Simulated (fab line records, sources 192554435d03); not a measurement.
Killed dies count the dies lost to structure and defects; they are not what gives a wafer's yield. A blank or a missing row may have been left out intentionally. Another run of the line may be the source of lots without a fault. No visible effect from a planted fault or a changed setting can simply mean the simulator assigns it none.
fab line records + flow n5-finfet
record:
- lots: 10
- wafers: 29
- last-day: 17
route steps=1938 shown SD_EPI_N@281 BEOL_M4@1098 PASSIVATION@1936
lots untouched by any fault: they come from a run of this same line in which no faults occurred
start-h: start of the lot's first displayed wafer, in hours after the record's first day + wait-h: hours from the lot's prior step to this one + " same as the row above + L1.1+2: several wafers, shown together as one row + - no value, or no start was given + * or withheld: withheld + < > ~ a bound
route shown NAME@n: names a module that has steps shown in the file, with the first one's number in the route + usual: mean/standard deviation taken from wafers without a fault + same: alike in all rows + chamber/n: place in a boat + sites: per-site readings + _std_site: standard deviation across them + _edge_site: inner sites' mean taken away from outer sites' mean + radius-mm: for every site, how far away it sits from the centre of the wafer + mask NAME#n: copy n + behind: tool/chamber where the wafer was last shaped + hold: what put the lot on hold/how long, in hours/how the hold closed + device: names the non-switching transistor (n, p or np) + end of line: tests of these same wafers at the route's end + a step with no rows: only its recipe + killed: dies lost to structure and defects at the first sort, not the wafer's yield + map: a wafer's dies, x killed, . not, _ none there
set.NAME: setting as actually run; set.NAME@STEP: the setting as run at that earlier step + model.NAME: the simulator's own value behind a step, which no gauge read
a sample of lots followed through the steps of the route, with each step as a table and each wafer as a row
services: the hour from which a tool's chamber was out of use, counted from the record's first day as start-h (under 0 if before that day), plus the number of hours and why
== steps ==
step: N5_SD_EPI_N_SD_RECESS_17
recipe:
- chemistry: HBr/Cl2/O2
- target-depth-a: 410
- mask-material: SOC
- time-s: 23.7
- bt-time-s: 3
- pressure-mtorr: 10
- icp-w: 800
- bias-w: 112
- HBr_flow_sccm: 150
- Cl2_flow_sccm: 80
- O2_flow_sccm: 12
usual:
- drypump-motor-current-A: 5.5/0.4
- oes-product-au: 1.005/0.018
- throttle-valve-pct: 37.1/0.34
| lot.wafer | tool      | chamber | start-h | wait-h | drypump-motor-current-A | oes-product-au | rf-hours-counter-h | throttle-valve-pct |
|-----------|-----------|---------|---------|--------|-------------------------|----------------|--------------------|--------------------|
| L498.2    | rie-si-04 | 3       | 55.76   | 0.0    | 5.7                     | 1.009          | 71                 | 37.2               |
| L498.5    | "         | 0       | "       | "      | 5.4                     | 1.036          | -                  | 37.3               |
| L499.2    | rie-si-02 | 2       | 58.48   | 0.0    | 5.4                     | 0.995          | 1                  | 37.0               |
| L499.5    | "         | 1       | "       | "      | 5.5                     | 1.017          | -                  | 37.3               |
| L499.6    | "         | 0       | "       | "      | 5.7                     | 0.996          | -                  | 36.9               |
| L500.1    | rie-si-04 | 2       | 64.50   | 0.0    | 6.4                     | 0.989          | 51                 | 36.8               |
| L500.4    | "         | 0       | "       | "      | 5.4                     | 1.041          | 126                | 37.3               |
| L500.6    | "         | 1       | "       | "      | 5.1                     | 1.018          | -                  | 37.4               |
| L501.1    | rie-si-04 | 0       | 68.83   | 0.0    | 5.4                     | 1.031          | 126                | 37.3               |
| L501.4    | "         | 3       | "       | "      | 5.7                     | 1.007          | 71                 | 37.2               |
| L501.5    | "         | 3       | "       | "      | 5.7                     | 1.004          | -                  | 37.2               |
| L505.1    | rie-si-04 | 1       | 93.04   | 0.0    | 5.0                     | 1.022          | 35                 | 37.4               |
| L505.4    | "         | 0       | "       | "      | 5.4                     | 1.038          | 127                | 37.3               |
| L505.5    | "         | 0       | "       | "      | 5.4                     | 1.021          | -                  | 37.3               |
| L509.3    | rie-si-04 | 2       | 123.23  | 0.0    | 6.4                     | 0.982          | 52                 | 36.8               |
| L509.4    | "         | 1       | "       | "      | 5.0                     | 1.026          | 35                 | 37.4               |
| L509.5    | "         | 3       | "       | "      | 5.7                     | 1.002          | -                  | 37.2               |
| L511.1    | rie-si-02 | 2       | 128.59  | 0.0    | 5.3                     | 0.995          | 2                  | 37.1               |
| L511.4    | "         | 0       | "       | "      | 5.6                     | 1.000          | 5                  | 36.9               |
| L511.6    | "         | 2       | "       | "      | 5.3                     | 0.982          | -                  | 37.0               |
| L515.1    | rie-si-04 | 1       | 153.90  | 0.0    | 5.1                     | 1.022          | 36                 | 37.4               |
| L515.3    | "         | 3       | "       | "      | 5.7                     | 0.995          | 73                 | 37.2               |
| L515.6    | "         | 3       | "       | "      | 5.7                     | 0.998          | -                  | 37.2               |
| L517.2    | rie-si-04 | 3       | 165.83  | 0.0    | 5.7                     | 1.013          | 73                 | 37.2               |
| L517.3    | "         | 1       | "       | "      | 5.0                     | 1.013          | 36                 | 37.4               |
| L517.5    | "         | 2       | "       | "      | 6.4                     | 0.990          | -                  | 36.8               |
| L518.1    | rie-si-04 | 0       | 170.84  | 0.0    | 5.4                     | 1.037          | 127                | 37.3               |
| L518.4    | "         | 2       | "       | "      | 6.4                     | 0.980          | 53                 | 36.8               |
| L518.5    | "         | 1       | "       | "      | 5.0                     | 1.024          | -                  | 37.4               |
step: N5_BEOL_M4_SPUTTER_94
recipe:
- material: Cu
- target-thk-a: 45
- temp-c: -20
- chamber-pressure-pa: 0.07
- power-w: withheld
- time-s: 8.29
usual:
- substrate-temp-c: -19.99/0.1
- throttle-valve-pct: 30.4/0.8
| lot.wafer | tool           | chamber | start-h | wait-h | substrate-temp-c | throttle-valve-pct |
|-----------|----------------|---------|---------|--------|------------------|--------------------|
| L498.2    | pvd-sputter-01 | -       | 173.58  | 0.1    | -20.15           | 29.7               |
| L498.5    | "              | -       | "       | "      | -20.10           | 30.3               |
| L500.1    | pvd-sputter-03 | -       | 176.42  | 0.1    | -19.84           | 29.7               |
| L500.4    | "              | -       | "       | "      | -20.13           | 30.4               |
| L500.6    | "              | -       | "       | "      | -20.00           | 30.6               |
| L499.2    | pvd-sputter-03 | -       | 190.29  | 0.1    | -20.12           | 29.5               |
| L499.5    | "              | -       | "       | "      | -19.96           | 29.3               |
| L499.6    | "              | -       | "       | "      | -20.01           | 30.4               |
| L501.1    | pvd-sputter-01 | -       | 194.74  | 0.1    | -19.80           | 31.0               |
| L501.4    | "              | -       | "       | "      | -19.78           | 30.4               |
| L501.5    | "              | -       | "       | "      | -20.03           | 30.7               |
| L505.1    | pvd-sputter-01 | -       | 224.33  | 0.1    | -19.93           | 30.6               |
| L505.4    | "              | -       | "       | "      | -19.96           | 30.7               |
| L505.5    | "              | -       | "       | "      | -20.03           | 29.4               |
| L509.3    | pvd-sputter-03 | -       | 243.80  | 0.1    | -20.12           | 30.8               |
| L509.4    | "              | -       | "       | "      | -20.18           | 30.4               |
| L509.5    | "              | -       | "       | "      | -20.05           | 30.6               |
| L511.1    | pvd-sputter-01 | -       | 254.38  | 0.1    | -20.06           | 30.5               |
| L511.4    | "              | -       | "       | "      | -20.06           | 30.9               |
| L511.6    | "              | -       | "       | "      | -20.08           | 30.4               |
| L515.1    | pvd-sputter-02 | -       | 270.85  | 0.1    | -20.05           | 29.6               |
| L515.3    | "              | -       | "       | "      | -20.10           | 29.5               |
| L515.6    | "              | -       | "       | "      | -20.01           | 30.8               |
| L517.2    | pvd-sputter-03 | -       | 291.65  | 0.1    | -19.87           | 29.7               |
| L517.3    | "              | -       | "       | "      | -19.76           | 30.8               |
| L517.5    | "              | -       | "       | "      | -19.98           | 30.3               |
| L518.1    | pvd-sputter-01 | -       | 295.90  | 0.1    | -20.03           | 30.8               |
| L518.4    | "              | -       | "       | "      | -19.98           | 30.3               |
| L518.5    | "              | -       | "       | "      | -19.99           | 30.5               |
step: N5_BEOL_M4_THK_MEAS_53
recipe:
- thk-meas-gauge: xrf
- reads: Cu_of_BEOL_M4_ECD_50
usual:
- M4_THK: 40.9/1.7
| lot.wafer | tool          | chamber | start-h | wait-h | M4_THK[nm] |
|-----------|---------------|---------|---------|--------|------------|
| L498.2    | film-metro-01 | -       | 174.58  | -      | 39.4       |
| L498.5    | "             | -       | "       | "      | 43.0       |
| L500.1    | film-metro-01 | -       | 177.48  | -      | 40.6       |
| L500.4    | "             | -       | "       | "      | 40.6       |
| L500.6    | "             | -       | "       | "      | 41.2       |
| L499.2    | film-metro-02 | -       | 191.30  | -      | 39.0       |
| L499.5    | "             | -       | "       | "      | 42.6       |
| L499.6    | "             | -       | "       | "      | 42.2       |
| L501.1    | film-metro-02 | -       | 195.76  | -      | 42.7       |
| L501.4    | "             | -       | "       | "      | 42.7       |
| L501.5    | "             | -       | "       | "      | 42.6       |
| L505.1    | film-metro-01 | -       | 225.39  | -      | 41.4       |
| L505.4    | "             | -       | "       | "      | 40.9       |
| L505.5    | "             | -       | "       | "      | 39.8       |
| L509.3    | film-metro-01 | -       | 244.81  | -      | 41.2       |
| L509.4    | "             | -       | "       | "      | 44.7       |
| L509.5    | "             | -       | "       | "      | 42.4       |
| L511.1    | film-metro-02 | -       | 255.55  | -      | 38.0       |
| L511.4    | "             | -       | "       | "      | 39.8       |
| L511.6    | "             | -       | "       | "      | 43.2       |
| L515.1    | film-metro-02 | -       | 271.86  | -      | 40.8       |
| L515.3    | "             | -       | "       | "      | 42.4       |
| L515.6    | "             | -       | "       | "      | 39.4       |
| L517.2    | film-metro-02 | -       | 292.67  | -      | 41.8       |
| L517.3    | "             | -       | "       | "      | 41.8       |
| L517.5    | "             | -       | "       | "      | 41.6       |
| L518.1    | film-metro-01 | -       | 297.02  | -      | 43.5       |
| L518.4    | "             | -       | "       | "      | 39.5       |
| L518.5    | "             | -       | "       | "      | 41.5       |
step: N5_BEOL_M4_CO_CAP_55
recipe:
- material: Co
- target-thk-a: 20
- temp-c: 200
- precursor: CCTBA/H2
- pressure-torr: 30
- time-s: 102.1
usual:
- heater-power-w: 237/20
| lot.wafer | tool      | chamber | start-h | wait-h | heater-power-w |
|-----------|-----------|---------|---------|--------|----------------|
| L498.2    | cvd-co-01 | 1       | 174.66  | 0.0    | 282            |
| L498.5    | "         | 0       | "       | "      | 225            |
| L500.1    | cvd-co-02 | 0       | 177.56  | 0.0    | 255            |
| L500.4    | "         | 1       | "       | "      | 232            |
| L500.6    | "         | 0       | "       | "      | 256            |
| L499.2    | cvd-co-02 | 0       | 191.37  | 0.0    | 248            |
| L499.5    | "         | 2       | "       | "      | 227            |
| L499.6    | "         | 0       | "       | "      | 252            |
| L501.1    | cvd-co-02 | 2       | 195.84  | 0.0    | 229            |
| L501.4    | "         | 1       | "       | "      | 232            |
| L501.5    | "         | 2       | "       | "      | 225            |
| L505.1    | cvd-co-02 | 1       | 225.47  | 0.0    | 230            |
| L505.4    | "         | 0       | "       | "      | 246            |
| L505.5    | "         | 2       | "       | "      | 226            |
| L509.3    | cvd-co-02 | 0       | 245.01  | 0.0    | 257            |
| L509.4    | "         | 1       | "       | "      | 226            |
| L509.5    | "         | 0       | "       | "      | 253            |
| L511.1    | cvd-co-01 | 1       | 255.63  | 0.0    | 269            |
| L511.4    | "         | 1       | "       | "      | 277            |
| L511.6    | "         | 0       | "       | "      | 223            |
| L515.1    | cvd-co-02 | 0       | 272.05  | 0.0    | 250            |
| L515.3    | "         | 1       | "       | "      | 233            |
| L515.6    | "         | 2       | "       | "      | 227            |
| L517.2    | cvd-co-01 | 0       | 292.84  | 0.0    | 226            |
| L517.3    | "         | 2       | "       | "      | 219            |
| L517.5    | "         | 2       | "       | "      | 212            |
| L518.1    | cvd-co-01 | 2       | 297.10  | 0.0    | 209            |
| L518.4    | "         | 1       | "       | "      | 274            |
| L518.5    | "         | 0       | "       | "      | 219            |
step: N5_BEOL_M4_RC_MEAS_101
usual:
- CJ_N: 4.34/0.1
- DIBL_N: 36.2/2
- DIBL_P: 36.1/2.4
- IOFF_N: 0.16/0.035
- IOFF_N_85C: 3.1/0.58
- IOFF_P: 0.22/0.041
- ION_N: 675/14
- ION_P: 465/8.6
- SS_N: 71.5/0.64
- SS_P: 73.2/0.76
- VT_N: 250/3.9
- VT_P: -249/3.4
| lot.wafer | tool      | chamber | start-h | wait-h | CJ_N | DIBL_N[mV/V] | DIBL_P[mV/V] | IOFF_N[nA/um] | IOFF_N_85C[nA/um] | IOFF_P[nA/um] | ION_N[uA/um] | ION_P[uA/um] | SS_N[mV/dec] | SS_P[mV/dec] | VT_N[mV] | VT_P[mV] |
|-----------|-----------|---------|---------|--------|------|--------------|--------------|---------------|-------------------|---------------|--------------|--------------|--------------|--------------|----------|----------|
| L498.2    | prober-02 | 0       | 175.05  | 0.2    | 4.43 | 38.0         | 37.1         | 0.19          | 3.7               | 0.23          | 692          | 470          | 72.1         | 73.5         | 247      | -248     |
| L498.5    | "         | 0       | "       | "      | 4.42 | 38.1         | 37.0         | 0.19          | 3.7               | 0.22          | 686          | 465          | 71.9         | 73.8         | 249      | -252     |
| L500.1    | prober-01 | 0       | 177.80  | 0.0    | 4.30 | 36.6         | 36.9         | 0.16          | 3.1               | 0.21          | 677          | 460          | 71.8         | 72.8         | 248      | -249     |
| L500.4    | "         | 0       | "       | "      | 4.43 | 35.3         | 34.8         | 0.14          | 2.8               | 0.18          | 687          | 471          | 70.9         | 72.4         | 249      | -251     |
| L500.6    | "         | 0       | "       | "      | 4.35 | 35.0         | 34.3         | 0.13          | 2.7               | 0.19          | 670          | 463          | 71.4         | 72.1         | 249      | -249     |
| L499.2    | prober-01 | 0       | 191.76  | 0.2    | 4.14 | 34.7         | 37.9         | 0.14          | 2.8               | 0.24          | 670          | 471          | 70.7         | 73.3         | 253      | -247     |
| L499.5    | "         | 0       | "       | "      | 4.47 | 35.5         | 37.3         | 0.15          | 3.0               | 0.23          | 667          | 460          | 71.5         | 73.1         | 252      | -249     |
| L499.6    | "         | 0       | "       | "      | 4.23 | 35.6         | 38.7         | 0.15          | 3.0               | 0.26          | 663          | 470          | 71.1         | 74.4         | 251      | -245     |
| L501.1    | prober-02 | 0       | 196.07  | 0.0    | 4.45 | 36.6         | 35.9         | 0.18          | 3.4               | 0.23          | 688          | 476          | 71.7         | 73.7         | 245      | -248     |
| L501.4    | "         | 0       | "       | "      | 4.37 | 35.0         | 33.7         | 0.14          | 2.8               | 0.18          | 659          | 447          | 71.1         | 72.8         | 251      | -252     |
| L501.5    | "         | 0       | "       | "      | 4.41 | 37.3         | 37.3         | 0.20          | 3.7               | 0.25          | 688          | 469          | 71.7         | 74.3         | 241      | -246     |
| L505.1    | prober-01 | 0       | 225.70  | 0.0    | 4.38 | 38.1         | 38.1         | 0.19          | 3.6               | 0.27          | 684          | 475          | 71.7         | 73.3         | 246      | -244     |
| L505.4    | "         | 0       | "       | "      | 4.42 | 35.5         | 34.8         | 0.14          | 2.9               | 0.23          | 669          | 472          | 71.5         | 72.6         | 253      | -249     |
| L505.5    | "         | 0       | "       | "      | 4.44 | 39.5         | 39.4         | 0.23          | 4.3               | 0.31          | 694          | 474          | 72.5         | 74.0         | 246      | -245     |
| L509.3    | prober-01 | 0       | 245.55  | 0.3    | 4.40 | 38.2         | 39.7         | 0.21          | 3.9               | 0.33          | 696          | 486          | 71.9         | 73.6         | 245      | -240     |
| L509.4    | "         | 0       | "       | "      | 4.41 | 35.1         | 34.7         | 0.14          | 2.8               | 0.23          | 664          | 467          | 71.1         | 73.7         | 249      | -247     |
| L509.5    | "         | 0       | "       | "      | 4.39 | 32.3         | 31.9         | 0.10          | 2.1               | 0.18          | 664          | 468          | 70.6         | 70.9         | 255      | -249     |
| L511.1    | prober-01 | 0       | 255.86  | 0.0    | 4.16 | 37.1         | 38.2         | 0.16          | 3.2               | 0.24          | 678          | 467          | 71.9         | 73.2         | 249      | -248     |
| L511.4    | "         | 0       | "       | "      | 4.20 | 35.0         | 35.3         | 0.13          | 2.7               | 0.19          | 661          | 461          | 71.2         | 72.9         | 254      | -249     |
| L511.6    | "         | 0       | "       | "      | 4.16 | 36.6         | 38.1         | 0.16          | 3.2               | 0.23          | 679          | 472          | 71.1         | 73.7         | 251      | -248     |
| L515.1    | prober-02 | 0       | 272.29  | 0.0    | 4.37 | 34.9         | 33.2         | 0.13          | 2.6               | 0.18          | 677          | 466          | 70.9         | 72.7         | 251      | -251     |
| L515.3    | "         | 0       | "       | "      | 4.78 | 47.2         | 37.5         | 0.90          | 13.1              | 0.24          | 691          | 463          | 84.0         | 74.4         | 245      | -247     |
| L515.6    | "         | 0       | "       | "      | 4.32 | 40.8         | 40.7         | 0.24          | 4.3               | 0.28          | 703          | 472          | 72.0         | 74.0         | 243      | -247     |
| L517.2    | prober-02 | 0       | 293.23  | 0.2    | 4.78 | 38.5         | 34.6         | 0.25          | 4.6               | 0.19          | 679          | 465          | 75.0         | 73.1         | 254      | -251     |
| L517.3    | "         | 0       | "       | "      | 4.79 | 49.8         | 36.2         | 1.66          | 22.0              | 0.19          | 671          | 443          | 94.3         | 74.3         | 248      | -254     |
| L517.5    | "         | 0       | "       | "      | 4.33 | 36.6         | 36.6         | 0.16          | 3.1               | 0.20          | 676          | 464          | 71.7         | 73.3         | 251      | -253     |
| L518.1    | prober-02 | 0       | 297.34  | 0.0    | 4.60 | 38.8         | 35.0         | 0.19          | 3.6               | 0.21          | 685          | 461          | 71.5         | 73.3         | 249      | -251     |
| L518.4    | "         | 0       | "       | "      | 4.81 | 44.1         | 34.5         | 0.62          | 9.9               | 0.21          | 687          | 461          | 81.8         | 73.6         | 247      | -249     |
| L518.5    | "         | 0       | "       | "      | 4.46 | 33.3         | 30.0         | 0.10          | 2.2               | 0.16          | 654          | 456          | 70.7         | 71.6         | 254      | -252     |
step: N5_PASSIVATION_PROBE_49
usual:
- defect-limited-yield: 91.1/1.4
- killed_at_M0_to_M3: 36/9.9
- killed_at_M4_up: 13/5.8
- killed-at-contacts: 14/5.9
- killed-at-front-end: 39/11
- killed-at-other: 3.4/2.9
- killed-dies: 105/17
- killed-open: 70/13
- killed-short: 34/7.3
- sort_bin_4_leakage: 0.00/0.0072
- sort_bin_5_function: 5.3/1
- sort_bin_6_memory: 3.3/0.62
- sort-n-pass: 1075/17
- sort-yield-pct: 91.1/1.4
same:
- gross-dies: 1180
- killed-at-back-side: 0
- sort_bin_8_speed[%]: 0
| lot.wafer | tool      | chamber | start-h | wait-h | defect-limited-yield[%] | killed_at_M0_to_M3 | killed_at_M4_up | killed-at-contacts | killed-at-front-end | killed-at-other | killed-dies | killed-open | killed-short | sort_bin_4_leakage[%] | sort_bin_5_function[%] | sort_bin_6_memory[%] | sort-n-pass | sort-yield-pct[%] |
|-----------|-----------|---------|---------|--------|-------------------------|--------------------|-----------------|--------------------|---------------------|-----------------|-------------|-------------|--------------|-----------------------|------------------------|----------------------|-------------|-------------------|
| L515.1    | prober-02 | -       | 385.70  | 0.0    | 92.4                    | 25                 | 21              | 13                 | 29                  | 2               | 90          | 60          | 28           | 0                     | 4.6                    | 2.7                  | 1090        | 92.4              |
| L515.3    | prober-02 | -       | 385.80  | 0.1    | 92.0                    | 23                 | 10              | 17                 | 41                  | 3               | 94          | 68          | 24           | 92.03                 | 4.2                    | 3.6                  | 0           | 0                 |
| L515.6    | prober-02 | -       | 385.95  | 0.3    | 93.7                    | 17                 | 11              | 9                  | 30                  | 7               | 74          | 55          | 16           | 0                     | 3.6                    | 2.5                  | 1106        | 93.7              |
| L517.2    | prober-01 | -       | 399.43  | 0.1    | 89.8                    | 42                 | 15              | 9                  | 52                  | 2               | 120         | 75          | 42           | 0                     | 6.3                    | 3.6                  | 1060        | 89.8              |
| L517.3    | prober-01 | -       | 399.48  | 0.1    | 89.2                    | 44                 | 21              | 11                 | 52                  | 0               | 128         | 85          | 39           | 89.15                 | 6.4                    | 4.1                  | 0           | 0                 |
| L517.5    | prober-01 | -       | 399.58  | 0.2    | 86.3                    | 45                 | 35              | 14                 | 63                  | 5               | 162         | 104         | 45           | 0                     | 8.6                    | 3.8                  | 1018        | 86.3              |
| L518.1    | prober-01 | -       | 411.01  | 0.0    | 90.9                    | 30                 | 32              | 10                 | 29                  | 6               | 107         | 77          | 27           | 0                     | 5.9                    | 2.7                  | 1073        | 90.9              |
| L518.4    | prober-01 | -       | 411.16  | 0.2    | 91.8                    | 19                 | 25              | 17                 | 35                  | 1               | 97          | 68          | 29           | 81.78                 | 4.7                    | 3.1                  | 118         | 10.0              |
| L518.5    | prober-01 | -       | 411.21  | 0.2    | 91.4                    | 29                 | 20              | 15                 | 36                  | 1               | 101         | 70          | 30           | 0                     | 5.7                    | 2.5                  | 1079        | 91.4              |
killed by level:class
L515.1 BEOL_M4:geometric-particle:open=12 MOL_CONTACT_COAG:geometric-particle:open=9 STI_FIN_REVEAL:geometric-particle:open=8 BEOL_M0_SAQP:geometric-particle:short=5 GATE_CUT:geometric-particle:short=5 MOL_CONTACT_COAG:geometric-particle:short=4 BEOL_M0_SAQP:geometric-particle:open=4 BEOL_M2:geometric-particle:open=4
L515.3 MOL_CONTACT_COAG:geometric-particle:open=14 STI_FIN_REVEAL:geometric-particle:open=12 FIN_SAQP:geometric-particle:open=7 BEOL_M1:geometric-particle:open=6 BEOL_M2:geometric-particle:open=5 DUMMY_GATE:geometric-particle:open=4 GATE_CUT:geometric-particle:open=4 STI_FIN_REVEAL:geometric-particle:short=3
L515.6 FIN_SAQP:geometric-particle:open=12 MOL_CONTACT_COAG:geometric-particle:open=8 STI_FIN_REVEAL:geometric-particle:open=7 BEOL_M0_SAQP:geometric-particle:short=5 BEOL_M0_SAQP:geometric-particle:open=4 BEOL_M3:geometric-particle:open=3 BEOL_M4:geometric-particle:open=3 BEOL_M2:geometric-particle:open=3
L517.2 FIN_SAQP:geometric-particle:short=16 FIN_SAQP:geometric-particle:open=11 BEOL_M3:geometric-particle:open=10 STI_FIN_REVEAL:geometric-particle:open=9 BEOL_M2:geometric-particle:open=8 BEOL_M0_SAQP:geometric-particle:open=8 MOL_CONTACT_COAG:geometric-particle:open=7 BEOL_M0_SAQP:geometric-particle:short=6
L517.3 FIN_SAQP:geometric-particle:open=14 BEOL_M2:geometric-particle:open=12 BEOL_M3:geometric-particle:open=11 BEOL_M4:geometric-particle:open=11 STI_FIN_REVEAL:geometric-particle:open=8 MOL_CONTACT_COAG:geometric-particle:open=7 FIN_SAQP:geometric-particle:short=6 BEOL_M0_SAQP:geometric-particle:short=6
L517.5 BEOL_M4:geometric-particle:open=22 BEOL_M2:geometric-particle:open=15 FIN_SAQP:geometric-particle:open=14 BEOL_M3:geometric-particle:open=11 HKMG_FIN:area-etch=10 FIN_SAQP:geometric-particle:short=9 MOL_CONTACT_COAG:geometric-particle:open=9 STI_FIN_REVEAL:geometric-particle:open=7
L518.1 BEOL_M4:geometric-particle:open=22 MOL_CONTACT_COAG:geometric-particle:open=10 BEOL_M2:geometric-particle:open=9 BEOL_M0_SAQP:geometric-particle:open=7 STI_FIN_REVEAL:geometric-particle:open=6 BEOL_M4:geometric-particle:short=6 DUMMY_GATE:geometric-particle:open=5 BEOL_M3:geometric-particle:open=5
L518.4 BEOL_M4:geometric-particle:open=18 MOL_CONTACT_COAG:geometric-particle:open=13 FIN_SAQP:geometric-particle:short=8 DUMMY_GATE:geometric-particle:open=7 STI_FIN_REVEAL:geometric-particle:open=5 BEOL_M2:geometric-particle:open=5 BEOL_M3:geometric-particle:open=5 MOL_CONTACT_COAG:geometric-particle:short=4
L518.5 MOL_CONTACT_COAG:geometric-particle:open=15 BEOL_M4:geometric-particle:open=14 STI_FIN_REVEAL:geometric-particle:open=11 BEOL_M3:geometric-particle:open=10 FIN_SAQP:geometric-particle:short=6 BEOL_M3:geometric-particle:short=6 DUMMY_GATE:geometric-particle:open=5 STARTING-WAFER:geometric-particle:short=5
== services ==
| tool           | chamber | start-h | hours | kind           |
|----------------|---------|---------|-------|----------------|
| pvd-sputter-03 | -       | 67.74   | 4.0   | repair         |
| cvd-co-02      | 1       | 114.67  | -     | clean          |
| cvd-co-02      | 1       | 114.67  | 22.0  | scheduled-down |
| cvd-co-02      | 1       | 114.67  | 22.0  | vent-cycle     |
| rie-si-04      | 0       | 127.15  | 36.9  | repair         |
| rie-si-02      | -       | 135.14  | 2.8   | pm             |
| pvd-sputter-01 | -       | 163.99  | 2.8   | repair         |
| rie-si-02      | -       | 168.12  | 28.1  | pm             |
| cvd-co-02      | -       | 189.79  | 0.3   | repair         |
| cvd-co-02      | -       | 214.59  | 2.8   | pm             |
| rie-si-02      | 0       | 250.13  | 32.7  | repair         |
| rie-si-04      | 0       | 264.27  | 8.0   | repair         |
| cvd-co-01      | -       | 265.04  | 2.8   | pm             |
== key ==
first-sign:
- step: N5_BEOL_M4_RC_MEAS_101
- reading: IOFF_N
- direction: up
- sigmas: 20
- usual: 0.16
- struck: 0.86
effect:
- step: N5_BEOL_M4_RC_MEAS_101
- reading: SS_N
- direction: up
- sigmas: 19
- usual: 71.5
- struck: 83.7
effect:
- step: N5_BEOL_M4_RC_MEAS_101
- reading: IOFF_N_85C
- direction: up
- sigmas: 16
- usual: 3.1
- struck: 12.4
effect:
- step: N5_BEOL_M4_RC_MEAS_101
- reading: DIBL_N
- direction: up
- sigmas: 4.4
- usual: 36.2
- struck: 44.9
effect:
- step: N5_BEOL_M4_RC_MEAS_101
- reading: CJ_N
- direction: up
- sigmas: 4.4
- usual: 4.34
- struck: 4.79
effect:
- step: N5_PASSIVATION_PROBE_49
- reading: sort_bin_4_leakage
- direction: up
- sigmas: 99+
- usual: 0.00
- struck: 65.74
- wafers-moved: 3
met-at N5_SD_EPI_N_SD_RECESS_17
struck-lots L515,L517,L518
struck-wafers L515.3,L517.2,L517.3,L518.4
baseline-loss:
- step: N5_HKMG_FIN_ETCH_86
- wafers: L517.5
not-acting-at N5_BEOL_M4_SPUTTER_94,N5_BEOL_M4_THK_MEAS_53,N5_BEOL_M4_CO_CAP_55
onset-between 123.23 153.90
fault:
- kind: process-parameter-drift
- tool: rie-si-04
- chamber: -
- onset-h: 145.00
- steps: N5_SD_EPI_N_SD_RECESS_17
- channel: time-s
- offset: *
- shape: step
- end-h: 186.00
- scope: struck-wafers-only
- acts-in: *
- stated: *
baseline-loss: these wafers lose ten dies or more at that step, a loss of the line's own and not of a fault; the sort's usual values leave them out
